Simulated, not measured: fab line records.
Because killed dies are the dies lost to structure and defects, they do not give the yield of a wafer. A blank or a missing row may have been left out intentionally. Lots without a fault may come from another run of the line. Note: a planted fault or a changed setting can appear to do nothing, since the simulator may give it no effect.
Lot-split experiment | flow n5_finfet | 21 wafers read across 7 lots, on a route 1938 steps long

## THE SPLIT ITSELF
At N5_BEOL_M11_PECVD_70 (deposits SiO2 from TEOS/O2, target thk 20 nm, time 22.7 s), the setting temp_c was moved away from the recipe's 400 C on 8 of the 21 wafers read, by -3.8% to +2.1%. The other wafers ran this setting at the recipe's value.

## FROM THE SPLIT TO THE READING: what the file shows between them, 7 steps
- N5_BEOL_M11_COAT_05: resist thk 90 nm (also split here: spin_rpm)
- N5_BEOL_M11_EBR_07
- N5_BEOL_M11_SOFTBAKE_06: time 60 s
- N5_BEOL_M11_EXPOSE_08: exposes mask M11
- N5_BEOL_M11_PEB_09: peb time 60 s
- N5_BEOL_M11_DEVELOP_10: develop time 30 s
- N5_BEOL_M11_STRIP_77: strips in N2/H2, time 10 s

## THE READING
SiO2_of_BEOL_M11_PECVD_70.thk_nm (the simulator's own value, which no gauge read), in nm, at N5_BEOL_M11_HM_STRIP_39 (strips TiN in peroxide tin strip, target depth 25 nm, time 158 s). The file does not state a usual value for it. Here, 13 wafers ran the recipe; their average is 19.7 nm with a standard deviation of 0.23 nm.

wafer  | tool, chamber at the split | temp_c as run, C | against the recipe | SiO2_of_BEOL_M11_PECVD_70.thk_nm, nm | against lot-mates on the recipe
L075.1 | pecvd-02, 1                | 400              | recipe             | 19.4                                 | -
L075.2 | pecvd-02, 2                | 400              | recipe             | 19.6                                 | -
L075.4 | pecvd-02, 2                | 389.6            | -2.6%              | 21.2                                 | +1.7
L083.2 | pecvd-02, 0                | 400              | recipe             | 19.8                                 | -
L083.5 | pecvd-02, 1                | 387.7            | -3.1%              | 21.2                                 | +1.3
L083.6 | pecvd-02, 0                | 400              | recipe             | 20                                   | -
L081.1 | pecvd-02, 0                | 400              | recipe             | 19.8                                 | -
L081.3 | pecvd-02, 2                | 404.9            | +1.2%              | 19.2                                 | -0.6
L081.6 | pecvd-02, 0                | 404.9            | +1.2%              | 19.2                                 | -0.6
L084.1 | pecvd-04, 2                | 384.9            | -3.8%              | 21.6                                 | +1.8
L084.2 | pecvd-04, 1                | 384.9            | -3.8%              | 21.2                                 | +1.4
L084.4 | pecvd-04, 1                | 400              | recipe             | 19.8                                 | -
L085.4 | pecvd-04, 0                | 400              | recipe             | 20                                   | -
L085.5 | pecvd-04, 1                | 400              | recipe             | 19.6                                 | -
L085.6 | pecvd-04, 0                | 400              | recipe             | 19.8                                 | -
L089.3 | pecvd-02, 0                | 400              | recipe             | 19.4                                 | -
L089.4 | pecvd-02, 1                | 395              | -1.2%              | 20.4                                 | +0.9
L089.5 | pecvd-02, 2                | 400              | recipe             | 19.6                                 | -
L091.1 | pecvd-02, 2                | 408.3            | +2.1%              | 18.4                                 | -1.1
L091.3 | pecvd-02, 0                | 400              | recipe             | 19.2                                 | -
L091.5 | pecvd-02, 2                | 400              | recipe             | 19.8                                 | -

THE FIT
A straight line over all 21 wafers: SiO2_of_BEOL_M11_PECVD_70.thk_nm changes by -0.491 nm for each +1% of temp_c; r = -0.96; the points scatter about the line by 0.23 nm.
The same after taking each lot's own level away (the mean of its wafers on the recipe; 21 wafers): -0.473 nm for each +1%; r = -0.96; scatter 0.21 nm.
On that fit, the largest move of temp_c shifts the reading by 1.8 nm.
Measured against the standard deviation above, the lots' own levels, which go from 19.50 to 19.90 nm, span 1.7 times it.
The two slopes agree, so the slope changes little with the lot-to-lot level.
Check: with one of the wafers moved furthest among these (-3.8%) left out of the fit, the line predicts +1.78 nm for it against its lot-mates. Against them it came out at +1.8 nm.

## THE OTHER SPLITS THESE WAFERS WENT THROUGH
These wafers also went through other splits before the reading. Each is held against what the fit with the lots' levels taken away leaves over:
other split on the same wafers      | wafers away from the commonest value | r with SiO2_of_BEOL_M11_PECVD_70.thk_nm (lot level and that fit taken away)
N5_BEOL_M10_TRENCH_ETCH_37 source_w | 7                                    | +0.38
N5_BEOL_M10_ETCH_41 source_w        | 12                                   | -0.17
N5_BEOL_M11_COAT_05 spin_rpm        | 9                                    | +0.05

## THE WHOLE CHAIN: every reading that the file lists as answering this split, in the file's order
step                    | what it does                                                     | reading                                                                           | change (the file's fit)               | r (the file's)
N5_BEOL_M11_PECVD_70    | deposits SiO2 from TEOS/O2, target thk 20 nm, time 22.7 s        | SiO2_of_BEOL_M11_PECVD_70.thk_nm (the simulator's own value, which no gauge read) | -0.478 nm for each +1% of the setting | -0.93
N5_BEOL_M11_HM_STRIP_39 | strips TiN in peroxide tin strip, target depth 25 nm, time 158 s | SiO2_of_BEOL_M11_PECVD_70.thk_nm (the simulator's own value, which no gauge read) | -0.492 nm for each +1% of the setting | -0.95

## FILE'S OWN FIT
SiO2_of_BEOL_M11_PECVD_70.thk_nm changes by -0.492 nm for each +1% of temp_c, r = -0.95.
